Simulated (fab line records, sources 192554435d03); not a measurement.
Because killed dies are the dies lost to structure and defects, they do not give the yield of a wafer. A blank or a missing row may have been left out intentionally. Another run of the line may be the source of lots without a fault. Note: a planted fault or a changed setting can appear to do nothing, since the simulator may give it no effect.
Matching of chambers    flow n5-finfet    4 sister chambers for N5_GATE_CUT_HM_OPEN_40 on rie-diel-04
The step chemistry C4F6/O2, target SiO2, target depth 139 nm, time 85.1 s. 4 wafers are shown with their chamber, then 7 later ones without.

== WAFERS, EACH WITH ITS CHAMBER ==
wafer   chamber  rf-vpp-V (V)
L091.6  1        642
L092.5  3        652
L093.3  2        677
L093.4  0        661

== WAFERS WITHOUT THEIR CHAMBER ==
wafer   rf-vpp-V (V)
L093.6  652
L095.3  651
L095.5  643
L095.6  677
L097.4  677
L097.5  677
L097.6  643

== WHICH CHAMBER EACH ONE RAN IN ==
wafer   from the rows above  in truth
L093.6  3                    3
L095.3  3                    3
L095.5  1                    1
L095.6  2                    2
L097.4  2                    2
L097.5  2                    2
L097.6  1                    1
7 of 7 placed correctly. From these rows, 0 cannot be placed. 0 placed wrongly.
How it was worked out, from the rows above alone: a wafer's distance from a chamber is the root of the sum, over the readings, of the square of ((its reading less the chamber's mean) divided by the reading's scatter). If the next closest chamber is less than 2 further off than the closest, the wafer can't be placed; otherwise it belongs to the closest. The mean given for a chamber averages the wafers shown for that chamber. The scatter: root of mean squared gap, hidden wafer to nearest shown wafer, with one shown wafer a chamber.
